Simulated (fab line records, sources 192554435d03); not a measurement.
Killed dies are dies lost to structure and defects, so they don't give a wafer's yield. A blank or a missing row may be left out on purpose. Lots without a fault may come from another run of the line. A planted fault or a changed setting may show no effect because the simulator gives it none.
fab line records | flow n5_finfet
record lots=7 wafers=19 last_day=24
route steps=1938 shown HKMG_FIN@430 BEOL_M4@1111 PASSIVATION@1936
lots that met no fault: from a run of the same line without faults
start_h: hours from the record's first day to the start of the lot's first wafer shown | wait_h: hours since the lot's step before | " the same as in the row above | L1.1+2: a row that stands for several wafers | - no value, or no start given | * or withheld: withheld | < > ~ a bound
route shown NAME@n: a module of which the file shows steps, and the number in the route of the first | usual: mean/standard deviation of fault-free wafers | same: alike in all rows | chamber/n: place in a boat | sites: the reading at each site | _std_site: their standard deviation | _edge_site: outer sites' mean less inner sites' | radius_mm: how far each site lies from the wafer's centre | mask NAME#n: copy n | behind: the tool/chamber that last shaped the wafer | hold: why the lot was held/for how many hours/how that ended | device: the transistor (n, p or np) that didn't switch | end of line: the same wafers' tests at the end of the route | a step without rows: its recipe alone | killed: dies lost to structure and defects at the first sort, not the wafer's yield | map: a wafer's dies, x killed, . not, _ none there
set.NAME: the setting as run; set.NAME@STEP: as run at that earlier step | model.NAME: the simulator's own value behind a step, which no gauge read
lots at some steps of the route; a table a step, a row a wafer
services: from which hour (start_h, from the record's first day; less than 0 if before it) a tool's chamber was out of use, for how many hours, and why
## steps
# step N5_HKMG_FIN_CD_MEAS_12
# recipe target_cd_nm=92.8 landing_energy_ev=500 detector=se_inlens
# usual cd_nm=92.5/0.62
# columns lot.wafer tool chamber start_h wait_h cd_nm
L867.2 cd_sem-02 0 122.00 - 91.5
L867.3 " 0 " " 92.8
L867.4 " 0 " " 91.9
L869.4 cd_sem-02 0 135.84 - 92.9
L869.5 " 0 " " 93.2
L869.6 " 0 " " 93.6
L872.1 cd_sem-03 0 153.20 - 91.7
L872.3 " 0 " " 92.3
L872.5 " 0 " " 91.4
L874.3 cd_sem-03 0 166.64 - 93.3
L874.6 " 0 " " 92.5
L876.3 cd_sem-02 0 177.94 - 92.8
L876.6 " 0 " " 91.9
L879.1 cd_sem-02 0 200.66 - 91.9
L879.3 " 0 " " 92.6
L879.5 " 0 " " 91.9
L881.3 cd_sem-03 0 210.52 - 91.8
L881.4 " 0 " " 92.3
L881.5 " 0 " " 91.9
# step N5_HKMG_FIN_OVL_MEAS_13
# recipe points_per_wafer=44
# usual NWFM_OVL=-0.2/0.68
# columns lot.wafer tool chamber start_h wait_h NWFM_OVL[nm]
L867.2 overlay-02 0 122.03 0.0 -1.1
L867.3 " 0 " " -0.2
L867.4 " 0 " " -0.8
L869.4 overlay-02 0 135.87 0.0 -1.4
L869.5 " 0 " " -1.9
L869.6 " 0 " " -0.8
L872.1 overlay-01 0 153.23 0.0 -0.1
L872.3 " 0 " " 0.2
L872.5 " 0 " " 0.4
L874.3 overlay-02 0 166.67 0.0 0.0
L874.6 " 0 " " 0.2
L876.3 overlay-02 0 177.97 0.0 -0.3
L876.6 " 0 " " -0.7
L879.1 overlay-01 0 200.69 0.0 -0.3
L879.3 " 0 " " -0.4
L879.5 " 0 " " -0.2
L881.3 overlay-01 0 210.55 0.0 -0.5
L881.4 " 0 " " -0.7
L881.5 " 0 " " 0.9
# step N5_HKMG_FIN_INSPECT_14
# recipe mode=adi inspect_instrument=macro
# usual raw_defect_count=2.1/1.5
# columns lot.wafer tool chamber start_h wait_h raw_defect_count
L867.2 defect_inspect-02 - 122.06 0.0 1
L867.3 " - " " 3
L867.4 " - " " 4
L869.4 defect_inspect-01 - 135.89 0.0 4
L869.5 " - " " 2
L869.6 " - " " 0
L872.1 defect_inspect-01 - 153.25 0.0 1
L872.3 " - " " 0
L872.5 " - " " 2
L874.3 defect_inspect-02 - 166.69 0.0 2
L874.6 " - " " 2
L876.3 defect_inspect-02 - 178.00 0.0 5
L876.6 " - " " 0
L879.1 defect_inspect-02 - 200.71 0.0 3
L879.3 " - " " 4
L879.5 " - " " 3
L881.3 defect_inspect-01 - 210.57 0.0 0
L881.4 " - " " 5
L881.5 " - " " 3
# step N5_HKMG_FIN_DESCUM_17
# recipe chemistry=O2 time_s=7.9 source_power_w=50 bias_power_w=20 pressure_mtorr=20 rf_frequency_hz=2.712e+07 temp_c=40 resist=CAR-ArF o2_flow_sccm=225
# usual drypump_motor_current_A=5.8/0.41 oes_product_au=0.77/0.078 rf_vpp_V=243.4/1.5 showerhead_plenum_p_Torr=2.10/0.088 throttle_valve_pct=20.51/0.24
# same time_s=7.9
# columns lot.wafer tool chamber start_h wait_h drypump_motor_current_A oes_product_au rf_hours_counter_h rf_vpp_V showerhead_plenum_p_Torr throttle_valve_pct
L867.2 rie_diel-06 2 122.16 0.1 5.1 0.77 151 241.6 2.09 20.75
L867.3 " 0 " " 5.0 0.69 243 244.4 2.17 20.67
L867.4 " 1 " " 6.1 0.68 234 243.6 2.06 20.73
L869.4 rie_diel-02 1 135.94 0.0 6.1 0.88 - 245.1 2.23 20.12
L869.5 " 2 " " 5.7 0.67 - 243.6 2.17 20.89
L869.6 " 1 " " 6.2 0.88 - 245.2 2.23 20.12
L872.1 rie_diel-06 1 153.28 0.0 6.1 0.67 247 242.9 2.06 20.75
L872.3 " 3 " " 6.0 0.77 123 243.0 1.93 20.49
L872.5 " 3 " " 5.9 0.78 - 241.4 1.93 20.49
L874.3 rie_diel-06 2 167.54 0.9 5.2 0.76 166 243.3 2.09 20.75
L874.6 " 3 " " 5.9 0.78 - 241.0 1.93 20.51
L876.3 rie_diel-03 1 178.03 0.0 5.4 0.78 157 244.2 2.19 20.20
L876.6 " 0 " " 6.1 0.75 - 242.5 2.09 20.63
L879.1 rie_diel-03 2 201.06 0.4 5.9 0.73 196 240.0 1.99 20.30
L879.3 " 3 " " 6.0 0.69 228 241.9 1.98 20.61
L879.5 " 2 " " 5.9 0.73 - 241.4 1.99 20.30
L881.3 rie_diel-03 2 210.61 0.0 5.9 0.73 201 243.1 1.99 20.31
L881.4 " 1 " " 5.5 0.76 172 245.0 2.18 20.24
L881.5 " 1 " " 5.4 0.76 - 243.1 2.18 20.23
# step N5_HKMG_FIN_ETCH_31
# recipe chemistry=CF4 target=SiARC target_depth_a=455 mask_material=CAR-ArF time_s=75.8 ion_energy_ev=80 pressure_mtorr=40 source_w=545 bias_w=36 Ar_flow_sccm=100 cf4_flow_sccm=100 ends=cleared
# usual drypump_motor_current_A=5.8/0.41 etch_rf_on_time_s=76.5/2 oes_product_au=0.65/0.064 rf_vpp_V=183.9/1.3 showerhead_plenum_p_Torr=2.14/0.077 throttle_valve_pct=15.68/0.25
# columns lot.wafer tool chamber start_h wait_h drypump_motor_current_A etch_rf_on_time_s oes_product_au rf_hours_counter_h rf_vpp_V showerhead_plenum_p_Torr throttle_valve_pct
L867.2 rie_diel-06 2 122.20 0.0 5.1 77.6 0.65 151 183.5 2.15 15.95
L867.3 " 0 " " 5.0 76.5 0.59 243 183.3 2.20 15.73
L867.4 " 1 " " 6.1 78.6 0.59 234 183.9 2.11 15.96
L869.4 rie_diel-02 1 136.01 0.0 6.2 79.0 0.73 - 184.2 2.26 15.17
L869.5 " 2 " " 5.7 76.4 0.57 - 184.3 2.20 15.99
L869.6 " 1 " " 6.2 78.4 0.74 - 184.2 2.26 15.16
L872.1 rie_diel-06 1 153.32 0.0 6.1 80.6 0.57 247 182.9 2.11 15.99
L872.3 " 3 " " 6.0 76.4 0.67 123 182.5 2.00 15.73
L872.5 " 3 " " 5.9 76.1 0.68 - 182.7 2.00 15.72
L874.3 rie_diel-06 2 167.58 0.0 5.1 77.2 0.64 166 184.5 2.14 15.98
L874.6 " 3 " " 6.0 75.0 0.67 - 182.1 2.00 15.74
L876.3 rie_diel-03 1 178.06 0.0 5.5 74.3 0.66 157 185.0 2.23 15.44
L876.6 " 0 " " 6.1 77.4 0.63 - 185.4 2.13 15.79
L879.1 rie_diel-03 2 201.10 0.0 5.9 76.2 0.63 196 182.3 2.04 15.52
L879.3 " 3 " " 6.0 76.0 0.59 228 182.2 2.04 15.84
L879.5 " 2 " " 5.9 77.2 0.62 - 182.8 2.04 15.54
L881.3 rie_diel-03 2 210.64 0.0 5.9 76.1 0.61 201 181.9 2.04 15.55
L881.4 " 1 " " 5.4 74.0 0.65 172 185.4 2.22 15.46
L881.5 " 1 " " 5.4 74.5 0.64 - 185.3 2.22 15.50
# step N5_HKMG_FIN_ETCH_32
# recipe chemistry=N2/H2 target=SOC target_depth_a=2400 temp_c=40 time_s=300 ion_energy_ev=200 mask_material=SiARC pressure_mtorr=30 source_w=840 bias_w=150 n2_flow_sccm=200 h2_flow_sccm=200
# step N5_HKMG_FIN_STRIP_33
# recipe chemistry=N2/H2 temp_c=40 n2_flow_sccm=200 h2_flow_sccm=200 rf_frequency_hz=6e+07
# step N5_HKMG_FIN_STRIP_34
# recipe chemistry=CF4 resist=SiARC power_w=300 bias_power_w=75 pressure_mtorr=50 cf4_flow_sccm=150 rf_frequency_hz=6e+07
# step N5_HKMG_FIN_ETCH_35
# recipe chemistry=N2/H2 target=SOC target_depth_a=2158 ion_energy_ev=65 bias_w=5 source_w=3000 time_s=243.4 pressure_mtorr=30 n2_flow_sccm=200 h2_flow_sccm=200
# usual drypump_motor_current_A=5.8/0.4 oes_product_au=0.76/0.075 rf_vpp_V=141.6/1.2 showerhead_plenum_p_Torr=2.54/0.1 throttle_valve_pct=17.88/0.23
# same time_s=243.4
# columns lot.wafer tool chamber start_h wait_h drypump_motor_current_A oes_product_au rf_hours_counter_h rf_vpp_V showerhead_plenum_p_Torr throttle_valve_pct
L867.2 rie_diel-06 2 122.46 0.0 5.2 0.75 151 141.6 2.53 18.07
L867.3 " 0 " " 5.1 0.69 243 143.5 2.61 18.11
L867.4 " 1 " " 6.1 0.68 234 140.6 2.51 18.22
L869.4 rie_diel-02 1 136.45 0.1 6.1 0.86 - 141.7 2.72 17.51
L869.5 " 2 " " 5.7 0.68 - 143.3 2.61 18.18
L869.6 " 1 " " 6.1 0.86 - 142.9 2.71 17.52
L872.1 rie_diel-06 1 153.59 0.0 6.1 0.66 247 142.0 2.51 18.24
L872.3 " 3 " " 6.0 0.77 123 140.3 2.35 17.91
L872.5 " 3 " " 6.0 0.77 - 141.1 2.35 17.90
L874.3 rie_diel-06 2 167.84 0.0 5.1 0.75 167 140.9 2.53 18.09
L874.6 " 3 " " 6.0 0.79 - 139.0 2.35 17.92
L876.3 rie_diel-03 1 178.33 0.0 5.5 0.77 157 142.4 2.65 17.57
L876.6 " 0 " " 6.1 0.74 - 142.0 2.52 17.92
L879.1 rie_diel-03 2 201.37 0.0 5.9 0.72 196 142.1 2.42 17.78
L879.3 " 3 " " 6.0 0.69 228 139.3 2.40 18.04
L879.5 " 2 " " 5.9 0.73 - 140.3 2.42 17.76
L881.3 rie_diel-03 2 210.91 0.0 5.9 0.73 201 139.8 2.41 17.78
L881.4 " 1 " " 5.5 0.77 172 143.7 2.64 17.60
L881.5 " 1 " " 5.5 0.76 - 142.2 2.64 17.58
# step N5_HKMG_FIN_STRIP_92
# recipe chemistry=N2/H2 material=SOC time_s=20 power_w=500 temp_c=40 pressure_mtorr=50 rf_frequency_hz=6e+07 bias_power_w=8 h2_frac=0.5 n2_flow_sccm=300 h2_flow_sccm=300
# usual drypump_motor_current_A=5.8/0.4 oes_product_au=0.76/0.074 rf_vpp_V=54.3/0.89 showerhead_plenum_p_Torr=3.35/0.13 throttle_valve_pct=19.0/0.34
# same time_s=20
# columns lot.wafer tool chamber start_h wait_h drypump_motor_current_A oes_product_au rf_hours_counter_h rf_vpp_V showerhead_plenum_p_Torr throttle_valve_pct
L867.2 rie_diel-06 2 122.61 0.1 5.1 0.75 151 54.6 3.35 19.1
L867.3 " 0 " " 5.1 0.70 243 54.9 3.45 19.7
L867.4 " 1 " " 6.1 0.68 234 53.8 3.32 19.6
L869.4 rie_diel-02 1 136.63 0.1 6.2 0.85 - 54.7 3.58 18.6
L869.5 " 2 " " 5.7 0.67 - 55.6 3.45 19.2
L869.6 " 1 " " 6.2 0.86 - 55.0 3.58 18.5
L872.1 rie_diel-06 1 153.74 0.1 6.1 0.67 247 54.3 3.32 19.6
L872.3 " 3 " " 6.0 0.78 123 53.0 3.12 19.0
L872.5 " 3 " " 5.9 0.79 - 53.9 3.12 19.0
L874.3 rie_diel-06 2 167.99 0.1 5.2 0.74 167 53.1 3.34 19.1
L874.6 " 3 " " 6.0 0.77 - 53.0 3.11 19.0
L876.3 rie_diel-03 1 178.48 0.1 5.5 0.77 157 55.1 3.50 18.5
L876.6 " 0 " " 6.1 0.73 - 54.7 3.33 19.0
L879.1 rie_diel-03 2 201.51 0.1 5.9 0.73 197 53.6 3.20 19.1
L879.3 " 3 " " 6.0 0.69 228 54.0 3.18 19.4
L879.5 " 2 " " 5.9 0.73 - 53.4 3.20 19.0
L881.3 rie_diel-03 2 211.06 0.1 5.9 0.72 202 53.0 3.20 19.1
L881.4 " 1 " " 5.5 0.76 172 55.0 3.49 18.5
L881.5 " 1 " " 5.5 0.76 - 54.1 3.49 18.6
# step N5_HKMG_FIN_WET_ETCH_18
# recipe chemistry=SC1 target=TiN mix=1:1:5 temp_c=* time_s=55 target_depth_nm=5.2 dry=ipa_marangoni rinse_time_s=30 rinse_temp_c=23
# step N5_HKMG_FIN_STRIP_19
# recipe chemistry=N2/H2 power_w=2500 temp_c=300 h2_frac=0.65 time_s=360 pressure_mtorr=withheld n2_flow_sccm=1750 h2_flow_sccm=3250
# usual drypump_motor_current_A=5.7/0.36 heater_power_w=510/33
# same time_s=360
# columns lot.wafer tool chamber start_h wait_h drypump_motor_current_A heater_power_w rf_hours_counter_h
L867.2 plasma_asher-01 1 122.76 0.0 5.9 481 41
L867.3 " 0 " " 6.2 474 -
L867.4 " 1 " " 5.9 463 -
L869.4 plasma_asher-01 1 136.89 0.1 5.9 469 -
L869.5 " 0 " " 6.2 479 -
L869.6 " 1 " " 5.9 470 -
L872.1 plasma_asher-02 0 153.88 0.0 5.2 545 95
L872.3 " 1 " " 5.9 497 -
L872.5 " 0 " " 5.2 551 -
L874.3 plasma_asher-02 0 168.27 0.1 5.3 553 -
L874.6 " 1 " " 5.9 503 -
L876.3 plasma_asher-02 0 178.74 0.1 5.3 556 -
L876.6 " 0 " " 5.2 556 -
L879.1 plasma_asher-01 0 201.69 0.0 6.2 476 53
L879.3 " 0 " " 6.2 471 -
L879.5 " 1 " " 5.8 491 -
L881.3 plasma_asher-02 0 211.32 0.1 5.3 542 -
L881.4 " 1 " " 5.9 511 -
L881.5 " 1 " " 5.9 514 -
# step N5_HKMG_FIN_ALD_91
# recipe material=TiN target_thk_a=10 temp_c=400 ald_precursor_family=TiCl4 ald_co_reactant=NH3 pulse_time_s=1 purge_time_s=3 co_reactant_purge_time_s=2 co_reactant_pulse_time_s=2 ald_cycles=47 pressure_torr=3
# usual co_reactant_pulse_time_s=2/0 heater_power_w=844/62 precursor_pulse_height_rel=0.998/0.019
# columns lot.wafer tool chamber start_h wait_h co_reactant_pulse_time_s heater_power_w precursor_pulse_height_rel
L867.2 ald_metal-02 2 123.14 0.3 2 826 0.998
L867.3 " 1 " " 2 792 0.986
L867.4 " 3 " " 2 890 0.998
L869.4 ald_metal-01 3 137.28 0.3 2 951 1.014
L869.5 " 2 " " 2 893 1.008
L869.6 " 1 " " 2 862 0.996
L872.1 ald_metal-01 2 154.26 0.3 2 880 0.995
L872.3 " 3 " " 2 958 0.994
L872.5 " 2 " " 2.2554 874 1.008
L874.3 ald_metal-01 0 168.53 0.1 2 840 0.914
L874.6 " 1 " " 2.2554 857 0.983
L876.3 ald_metal-01 2 179.01 0.1 2 886 1.017
L876.6 " 2 " " 2.2554 876 0.989
L879.1 ald_metal-02 3 202.07 0.3 2 862 0.993
L879.3 " 1 " " 2 792 0.989
L879.5 " 1 " " 2 820 0.991
L881.3 ald_metal-04 2 211.59 0.1 2 854 1.015
L881.4 " 3 " " 2 837 0.995
L881.5 " 3 " " 2 819 1.009
# step N5_HKMG_FIN_COAT_85
# recipe resist=SOC temp_c=250 time_s=60 spin_rpm=1500 resist_thk_nm=300
# step N5_BEOL_M4_RC_MEAS_101
# usual DIBL_N=35.8/1.6 DIBL_P=35.6/2 IOFF_N=0.15/0.031 IOFF_P=0.20/0.033 ION_N=668/12 ION_P=459/6.8 SS_N=71.4/0.53 SS_P=73.1/0.63 VT_N=250/3.5 VT_P=-251/3
# columns lot.wafer tool chamber start_h wait_h DIBL_N[mV/V] DIBL_P[mV/V] IOFF_N[nA/um] IOFF_P[nA/um] ION_N[uA/um] ION_P[uA/um] SS_N[mV/dec] SS_P[mV/dec] VT_N[mV] VT_P[mV]
L869.4 prober-01 0 332.96 0.5 34.6 33.4 0.13 0.18 659 457 70.7 72.9 254 -252
L869.5 " 0 " " 33.5 33.1 0.12 0.18 665 466 70.1 72.9 253 -252
L869.6 " 0 " " 37.4 36.8 0.18 0.23 676 458 71.3 73.9 250 -249
L867.2 prober-01 0 391.10 0.2 35.4 36.2 0.13 0.19 665 459 71.6 74.4 253 -251
L867.3 " 0 " " 32.4 31.5 0.09 0.13 650 448 71.4 72.9 260 -257
L867.4 " 0 " " 36.1 37.1 0.15 0.20 679 461 71.0 73.8 250 -249
L872.1 prober-02 0 399.25 0.0 33.8 34.9 0.15 0.20 676 460 71.1 73.0 249 -252
L872.3 " 0 " " 33.0 33.2 0.12 0.17 662 459 71.0 72.6 254 -253
L872.5 " 0 " " 33.8 35.7 0.14 0.20 667 456 71.3 73.3 251 -251
L876.3 prober-01 0 399.67 0.3 35.6 35.2 0.14 0.19 659 451 71.6 73.2 251 -253
L876.6 " 0 " " 35.1 34.3 0.14 0.18 649 446 71.1 73.1 253 -251
L874.3 prober-01 0 414.65 0.3 36.4 36.5 0.17 0.23 672 467 71.3 73.9 249 -248
L874.6 " 0 " " 38.0 38.3 0.20 0.27 680 472 72.1 74.8 245 -245
L879.1 prober-01 0 459.93 0.0 35.1 33.7 0.12 0.16 668 458 71.6 73.0 253 -254
L879.3 " 0 " " 38.2 37.8 0.17 0.23 669 455 72.1 73.5 249 -248
L879.5 " 0 " " 36.1 34.3 0.12 0.17 661 453 71.1 72.6 252 -253
L881.3 prober-02 0 461.74 0.3 35.2 33.4 0.12 0.17 656 451 71.1 72.3 255 -252
L881.4 " 0 " " 33.9 32.6 0.11 0.16 652 452 70.9 72.9 254 -252
L881.5 " 0 " " 34.2 32.9 0.12 0.17 680 466 71.2 72.5 252 -253
# step N5_PASSIVATION_PROBE_49
# usual defect_limited_yield=90.7/1.5 killed_at_M0_to_M3=38/11 killed_at_M4_up=15/5.5 killed_at_contacts=12/6 killed_at_front_end=41/11 killed_at_other=3.5/2.7 killed_dies=110/18 killed_open=72/13 killed_short=35/8.7 sort_bin_5_function=5.5/1.1 sort_bin_6_memory=3.4/0.63 sort_bin_8_speed=0.01/0.037 sort_n_pass=1070/18 sort_yield_pct=90.7/1.5
# same gross_dies=1180 killed_at_back_side=0 sort_bin_4_leakage[%]=0
# columns lot.wafer tool chamber start_h wait_h defect_limited_yield[%] killed_at_M0_to_M3 killed_at_M4_up killed_at_contacts killed_at_front_end killed_at_other killed_dies killed_open killed_short sort_bin_5_function[%] sort_bin_6_memory[%] sort_bin_8_speed[%] sort_n_pass sort_yield_pct[%]
L876.3 prober-02 - 519.89 0.6 93.6 23 15 6 28 4 76 50 24 3.1 2.9 0.08 1104 93.6
L876.6 prober-02 - 520.04 0.7 91.3 21 19 12 49 2 103 71 20 4.6 3.2 0 1077 91.3
L872.1 prober-01 - 523.30 0.0 90.8 46 19 4 29 10 108 64 44 4.7 4.0 0 1072 90.8
L872.3 prober-01 - 523.40 0.1 93.0 42 12 5 23 1 83 50 32 4.2 2.5 0 1097 93.0
L872.5 prober-01 - 523.50 0.2 94.1 21 12 6 29 2 70 42 28 4.0 1.8 0 1110 94.1
L879.1 prober-01 - 564.40 0.0 90.9 30 21 11 42 3 107 63 34 5.8 2.6 0 1073 90.9
L879.5 prober-01 - 564.60 0.2 91.8 21 11 13 48 4 97 58 33 4.2 3.2 0 1083 91.8
# killed by level:class
L876.3 FIN_SAQP:geometric_particle:short=7 BEOL_M1:geometric_particle:open=7 MOL_CONTACT_COAG:geometric_particle:open=6 BEOL_M4:geometric_particle:open=5 FIN_SAQP:geometric_particle:open=4 BEOL_M1:geometric_particle:short=4 BEOL_M3:geometric_particle:open=4 DUMMY_GATE:geometric_particle:open=3
L876.6 FIN_SAQP:geometric_particle:open=13 MOL_CONTACT_COAG:geometric_particle:open=11 BEOL_M4:geometric_particle:open=9 HKMG_FIN:area_etch=9 GATE_CUT:geometric_particle:open=8 FIN_SAQP:geometric_particle:short=6 DUMMY_GATE:geometric_particle:open=4 BEOL_M1:geometric_particle:open=4
L872.1 BEOL_M0_SAQP:geometric_particle:open=17 BEOL_M0_SAQP:geometric_particle:short=14 DUMMY_GATE:geometric_particle:open=8 BEOL_M1:geometric_particle:open=8 STI_FIN_REVEAL:geometric_particle:short=7 MIM_BOT:geometric_particle:short=6 STI_FIN_REVEAL:geometric_particle:open=5 BEOL_M5:geometric_particle:open=4
L872.3 BEOL_M0_SAQP:geometric_particle:short=8 BEOL_M3:geometric_particle:open=8 BEOL_M0_SAQP:geometric_particle:open=7 BEOL_M3:geometric_particle:short=7 BEOL_M2:geometric_particle:open=5 BEOL_M4:geometric_particle:open=5 STI_FIN_REVEAL:geometric_particle:open=4 GATE_CUT:geometric_particle:short=4
L872.5 STI_FIN_REVEAL:geometric_particle:open=9 BEOL_M4:geometric_particle:open=7 DUMMY_GATE:geometric_particle:open=4 MOL_CONTACT_COAG:geometric_particle:open=4 BEOL_M0_SAQP:geometric_particle:open=4 BEOL_M2:geometric_particle:open=4 FIN_SAQP:geometric_particle:short=3 STI_FIN_REVEAL:geometric_particle:short=3
L879.1 FIN_SAQP:geometric_particle:short=10 MOL_CONTACT_COAG:geometric_particle:open=9 BEOL_M0_SAQP:geometric_particle:open=8 STI_FIN_REVEAL:geometric_particle:open=7 BEOL_M0_SAQP:geometric_particle:short=7 HKMG_FIN:area_etch=7 BEOL_M1:geometric_particle:open=6 FIN_SAQP:geometric_particle:open=5
L879.5 MOL_CONTACT_COAG:geometric_particle:open=11 FIN_SAQP:geometric_particle:open=10 FIN_SAQP:geometric_particle:short=8 STI_FIN_REVEAL:geometric_particle:open=7 HKMG_FIN:area_etch=5 DUMMY_GATE:geometric_particle:open=4 GATE_CUT:geometric_particle:short=4 BEOL_M0_SAQP:geometric_particle:short=4
## services
# columns tool chamber start_h hours kind
rie_diel-02 0 111.44 - clean
rie_diel-02 0 111.44 - consumable_replace:focus_ring
rie_diel-02 0 111.44 20.4 scheduled_down
rie_diel-02 0 111.44 20.4 vent_cycle
ald_metal-01 0 127.67 11.9 repair
rie_diel-02 3 131.82 - clean
rie_diel-02 3 131.82 - consumable_replace:focus_ring
rie_diel-02 3 131.82 32.8 scheduled_down
rie_diel-02 3 131.82 32.8 vent_cycle
ald_metal-01 - 133.35 2.8 pm
rie_diel-02 0 135.23 8.0 repair
rie_diel-06 2 137.78 10.1 repair
plasma_asher-01 - 147.21 5.7 repair
rie_diel-06 0 148.07 - clean
rie_diel-06 0 148.07 - consumable_replace:focus_ring
rie_diel-06 0 148.07 25.2 scheduled_down
rie_diel-06 0 148.07 25.2 vent_cycle
rie_diel-06 1 178.68 8.3 repair
rie_diel-06 1 187.14 - clean
rie_diel-06 1 187.14 - consumable_replace:focus_ring
rie_diel-06 1 187.14 11.7 scheduled_down
rie_diel-06 1 187.14 11.7 vent_cycle
rie_diel-06 0 190.59 13.1 repair
plasma_asher-01 - 192.54 6.7 repair
## key
first_sign step=N5_HKMG_FIN_ALD_91 reading=co_reactant_pulse_time_s direction=up sigmas=99+ usual=* struck=*
effect none on later readings
met_at N5_HKMG_FIN_ALD_91
struck_wafers L872.5,L874.6,L876.6
onset_between 137.28 154.26
fault kind=process_parameter_drift tool=ald_metal-01 chamber=- onset_h=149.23 steps=N5_HKMG_FIN_ALD_91 channel=co_reactant_pulse_time_s offset=* shape=step end_h=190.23 scope=struck_wafers_only acts_in=* stated=*
